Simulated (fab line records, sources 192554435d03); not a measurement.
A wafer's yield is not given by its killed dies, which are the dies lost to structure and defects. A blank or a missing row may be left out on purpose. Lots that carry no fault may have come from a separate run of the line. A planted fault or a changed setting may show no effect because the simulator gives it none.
A struck lot beside a sound one ; flow n5Finfet ; 41 steps out of a route of 1938
Sound: the wafers L193.2, L193.3, L193.6. Struck: wafer L203.3 (left out: L203.2, L203.6 of the same lot, which were not struck); the cause appears at the end.
At each step with rows: each side's tool, then ch and its chambers, then its first start. Under that, the readings that differ: sound wafers ; struck wafers ; difference of the means ; sigmas: that difference in standard deviations of wafers without a fault.
alike: same words and numbers on both sides, and readings whose means sit less than 2 such deviations apart. not compared: any withheld reading, any reading some wafer has no value for, any bound like >300 that may hide the same value, and any number with overlapping values for which the record gives no deviation.
Wherever a step has rows on one side only, a row that says differs or no value, or a row with sigmas, the two part there. When numbers do not overlap yet have no deviation, they are printed without sigmas and do not part them. A reading missing from all wafers of one side parts the sides only when that side holds two or more wafers.

first, 11 steps without rows for these wafers: N5_GATE_CUT_ETCHBACK_00 (etches W in SF6/Cl2); N5_GATE_CUT_ETCH_56 (etches TiN in Cl2/Ar, target depth 21.6 nm); N5_GATE_CUT_ETCHBACK_30 (etches TiN in Cl2/Ar, target depth 3 nm); N5_GATE_CUT_VAPOR_ETCH_60 (etches HfO2 in BCl3/Cl2); N5_GATE_CUT_ETCH_58 (etches SiNx in CH3F/O2, target depth 17 nm, time 128.6 s); N5_GATE_CUT_STRIP_59 (strips in N2/H2, time 20 s); N5_GATE_CUT_PRECLEAN_31 (cleans in DIW, time 300 s); N5_GATE_CUT_SRD_32 (time 30 s); N5_GATE_CUT_SAC_CAP_01 (material SiNx, target thk 24 nm, pulse time 1 s, ald cycles 480); N5_GATE_CUT_PECVD_57 (deposits SiNx from SiH4/NH3/N2, target thk 21 nm); N5_GATE_CUT_CMP_02 (polishes, stops on SiO2, t overpolish 12.7 s, target thk 0 nm).
N5_GATE_CUT_HM_DEP_46: deposits SiO2 from TEOS/O2, target thk 130 nm, time 26.6 s.
  sound on pecvd-03 ch 0,1, day 4 17:34; struck on pecvd-03 ch 2, day 7 02:27
reading;sound;struck;difference;sigmas
throttleValvePct (%);18.7 20.5 18.7;16.7;-2.6;-2
model.SiO2_of_GATE_CUT_HM_DEP_46.thkNm (nm);129.2 127.4 129;165.4;+36.9;
  alike: chamberPressureTorr, heaterPowerOuterW, heaterPowerW, showerheadPlenumPTorr
then, 15 steps without rows for these wafers: N5_GATE_CUT_COAT_34 (time 60 s, resist thk 60 nm); N5_GATE_CUT_COAT_35 (time 60 s, resist thk 10 nm); N5_GATE_CUT_COAT_27 (time 60 s, resist thk 10 nm); N5_GATE_CUT_COAT_07 (resist thk 30 nm); N5_GATE_CUT_EBR_09; N5_GATE_CUT_SOFTBAKE_08 (time 60 s); N5_GATE_CUT_EXPOSE_10 (exposes mask GATE CUT, target cd 20 nm); N5_GATE_CUT_PEB_11 (peb time 60 s); N5_GATE_CUT_DEVELOP_12 (develop time 30 s); N5_GATE_CUT_DESCUM_18 (chemistry O2, time 7 s); N5_GATE_CUT_ETCH_28 (etches underlayer in N2/H2, target depth 13 nm, time 10.4 s); N5_GATE_CUT_ETCH_36 (etches SiARC in CF4, target depth 13 nm, time 21.7 s); N5_GATE_CUT_ETCH_37 (etches SOC in N2/H2, target depth 60 nm, overetch 12 nm, time 90 s); N5_GATE_CUT_STRIP_38 (strips in N2/H2); N5_GATE_CUT_STRIP_39 (strips in N2/H2).
N5_GATE_CUT_HM_OPEN_40: chemistry C4F6/O2, target SiO2, target depth 139 nm, time 85.1 s.
  sound on rieDiel-02 ch 1,2, day 4 18:11; struck on rieDiel-04 ch 3, day 7 03:04
reading;sound;struck;difference;sigmas
etchRfOnTimeS (s);93.5 92.5 92.3;118.8;+26.0;+15
throttleValvePct (%);20.65 20.88 20.66;21.32;+0.59;+2
model.etch.depthNm (nm);129.3 127.4 129.1;165.3;+36.7;
model.SOC_of_GATE_CUT_COAT_34.thkNm (nm);32.6 33.2 32.8;25;-8;
  alike: drypumpMotorCurrentA, oes_f_703_au, oesProductAu, rfVppV, showerheadPlenumPTorr
  not compared: rfHoursCounterH
then, 10 steps without rows for these wafers: N5_GATE_CUT_STRIP_41 (strips in CF4); N5_GATE_CUT_STRIP_42 (strips in O2); N5_GATE_CUT_ETCH_19 (etches SiNx in CH3F/O2, target depth 53.7 nm, time 76.7 s); N5_GATE_CUT_CUT_ETCH_53 (etches W in SF6/Cl2, target depth 79.2 nm); N5_GATE_CUT_CUT_ETCH_54 (etches TiN in Cl2/BCl3, target depth 96.7 nm); N5_GATE_CUT_CUT_ETCH_55 (etches HfO2 in BCl3, target depth 3.2 nm); N5_GATE_CUT_ETCH_47 (etches SiO2 in Cl2/BCl3, target depth 10 nm); N5_GATE_CUT_VAPOR_ETCH_48 (etches TiN in BCl3/Cl2); N5_GATE_CUT_VAPOR_ETCH_49 (etches TiAlC in BCl3/Cl2); N5_GATE_CUT_VAPOR_ETCH_51 (etches HfO2 in BCl3/Cl2).
N5_GATE_CUT_THK_MEAS_24:
  sound on filmMetro-02, day 4 21:13; struck on filmMetro-01, day 7 05:32
reading;sound;struck;difference;sigmas
GC_FILL_THK (nm);220.0 217.9 219.0;255.0;+36.0;+21
N5_GATE_CUT_CMP_43: polishes SiO2.
  sound on cmp-01 ch 0,1, day 4 21:14; struck on cmp-04 ch 0, day 7 05:43
reading;sound;struck;difference;sigmas
motorCurrentA (A);9.5 12.1 9.7;13.6;+3.2;+2
model.SiO2_of_GATE_CUT_HM_DEP_46.thkNm (nm);5 4.8 5;6.6;+1.7;
  alike: slurryFlowMlMin
-- the record jumps here: 4 days lie between the struck wafers' starts before and after (it left off in module GATE_CUT and takes up again in module BEOL_M4, whose first step shown is number 1111 of the route) --
N5_BEOL_M4_RC_MEAS_101:
  sound on prober-01 ch 0, day 8 02:30; struck on prober-02 ch 0, day 11 11:22
reading;sound;struck;difference;sigmas
DIBL_P (mV/V);36.7 38.0 38.0;33.5;-4.1;-3
  alike: DIBL_N, IOFF_N, IOFF_P, ION_N, ION_P, SS_N, SS_P, VT_N, VT_P

== WHERE THEY PART ==
Last at N5_BEOL_M4_RC_MEAS_101 as far as this record goes, first at N5_GATE_CUT_HM_DEP_46.

WHY: what the simulator had put in
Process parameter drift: pecvd-03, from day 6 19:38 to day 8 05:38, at N5_GATE_CUT_HM_DEP_46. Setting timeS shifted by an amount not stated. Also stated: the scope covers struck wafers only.
